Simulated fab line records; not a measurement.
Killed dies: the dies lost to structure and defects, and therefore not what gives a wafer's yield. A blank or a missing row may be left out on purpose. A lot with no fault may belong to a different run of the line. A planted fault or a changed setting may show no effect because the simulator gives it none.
A struck lot beside a sound one -- flow nand harc -- 17 steps out of a route of 1159
Sound: these wafers, L765.2, L765.3, L765.4. Struck: wafers L769.2, L769.6 (left out: L769.1, a lot-mate that was not struck); the cause follows at the end.
At each step with rows: each side's tool, then ch and its chambers, then its first start. Under that, the readings that differ: sound wafers -- struck wafers -- difference of the means -- sigmas: that difference in standard deviations of wafers without a fault.
alike: a reading whose means differ by less than 2 such deviations, as well as words and numbers matching on both sides. not compared: withheld readings; readings where some wafer has no value; bounds like >300 that might hide an equal value; numbers whose values overlap and for which the record gives no deviation.
The two part at a step that has a row with sigmas, a row that says differs or no value, or rows on one side only. Numbers that don't overlap but have no deviation are shown without sigmas and don't part them. Lack of a reading on every wafer of one side parts them only where that side has two or more wafers.

NHARC_A_M0_OVL_MEAS_10: pitch 160 nm.
  sound on overlay-01, day 18 00:02; struck on overlay-02, day 19 15:14
  alike: overlay x nm, overlay y nm
NHARC_A_M0_INSPECT_11:
  sound on defect inspect-02, day 18 00:04; struck on defect inspect-01, day 19 15:17
  alike: raw defect count
NHARC_A_M0_DESCUM_14: chemistry O2, time 3 s.
  sound on rie diel-10 ch 0,2,3, day 18 00:08; struck on rie diel-07 ch 2,3, day 19 15:20
  alike: drypump motor current A, mfc ar sccm, o2 flow sccm, oes product au, rf vpp V, showerhead plenum p Torr, throttle valve pct
  not compared: rf hours counter h
NHARC_A_M0_ETCH_34: etches the open film in N2/H2, target depth 40 nm, overetch 12 nm, time 43.94 s.
  sound on rie diel-10 ch 0,2,3, day 18 00:13; struck on rie diel-07 ch 1, day 19 15:26
  alike: drypump motor current A, mfc ar sccm, oes product au, rf vpp V, showerhead plenum p Torr, throttle valve pct
  not compared: rf hours counter h
NHARC_A_M0_ETCH_15: etches the open film in C4F8/Ar, target depth 150 nm, overetch 15 nm, time 82.5 s.
  sound: rie diel-10 ch 1,2,3; struck: rie diel-07 ch 0,2
  alike: oes product au, rf vpp V
  not compared: rf hours counter h
NHARC_A_M0_CD_MEAS_16:
  sound on cd sem-02, day 18 00:26; struck on cd sem-01, day 19 15:38
  alike: cd nm
NHARC_A_M0_STRIP_18: strips in N2/H2.
  sound on rie diel-05 ch 0,1,2, day 18 00:31; struck on rie diel-10 ch 1,2, day 19 15:43
reading,sound,struck,difference,sigmas
showerhead plenum p Torr (Torr),1.91 1.94 1.96,2.08 2.17,+0.19,+2
throttle valve pct (%),14.170 14.156 14.175,14.179 14.192,+0.019,+2
  alike: drypump motor current A, mfc ar sccm, oes product au, rf vpp V
  not compared: rf hours counter h
then, 5 steps without rows for these wafers: NHARC_A_M0_STRIP_19 (strips in post etch residue remover, time 600 s); NHARC_A_M0_DEGAS_28 (time 60 s); NHARC_A_M0_PRE_CLEAN_29 (time 30 s); NHARC_A_M0_PVD_20 (deposits TaN, target thk 5 nm, time 8.06 s); NHARC_A_M0_PVD_21 (deposits Cu, target thk 30 nm, time 20.49 s).
NHARC_A_M0_ECD_22: material Cu, target thk 400 nm.
  sound on ecd cu-02 ch 0,1, day 18 01:32; struck on ecd cu-02 ch 0,1, day 19 16:53
NHARC_A_M0_ANNEAL_30: time 90 s.
  sound on rtp anneal-02 ch 0, day 18 02:02; struck on rtp anneal-02 ch 0, day 19 17:17
  alike: wafer_temp_C_max
NHARC_A_M0_CMP_23: polishes, t overpolish 20 s, target thk 113.75 nm.
  sound on cmp-04 ch 0,1,2, day 18 02:20; struck on cmp-02 ch 2, day 19 17:38
reading,sound,struck,difference,sigmas
time to endpoint s (s),31.6 26.0 28.2,44.8 47.0,+17.3,+6
  alike: edge zone pressure frac, motor current A, slurry filter dp kPa, slurry flow ml min
NHARC_A_M0_THK_MEAS_24: measures by xrf.
  sound on film metro-01, day 18 02:38; struck on film metro-01, day 19 17:57
  alike: thk nm
NHARC_END_SORT_01:
  sound on prober-01 ch 0, day 19 22:16; struck on prober-01 ch 0, day 21 10:16
reading,sound,struck,difference,sigmas
killed at other,0 0 0,5 1,+3,+4
killed at periphery,4 10 5,0 2,-5,-3
  alike: defect limited yield, killed at array, killed dies, killed open, killed short, sort_bin_2_pct, sort_bin_3_pct, sort_bin_4_pct, sort n pass, sort rim yield pct, sort yield pct

== WHERE THEY PART ==
First at NHARC_A_M0_STRIP_18; last, within this record, at NHARC_END_SORT_01.

WHY: what the simulator had put in
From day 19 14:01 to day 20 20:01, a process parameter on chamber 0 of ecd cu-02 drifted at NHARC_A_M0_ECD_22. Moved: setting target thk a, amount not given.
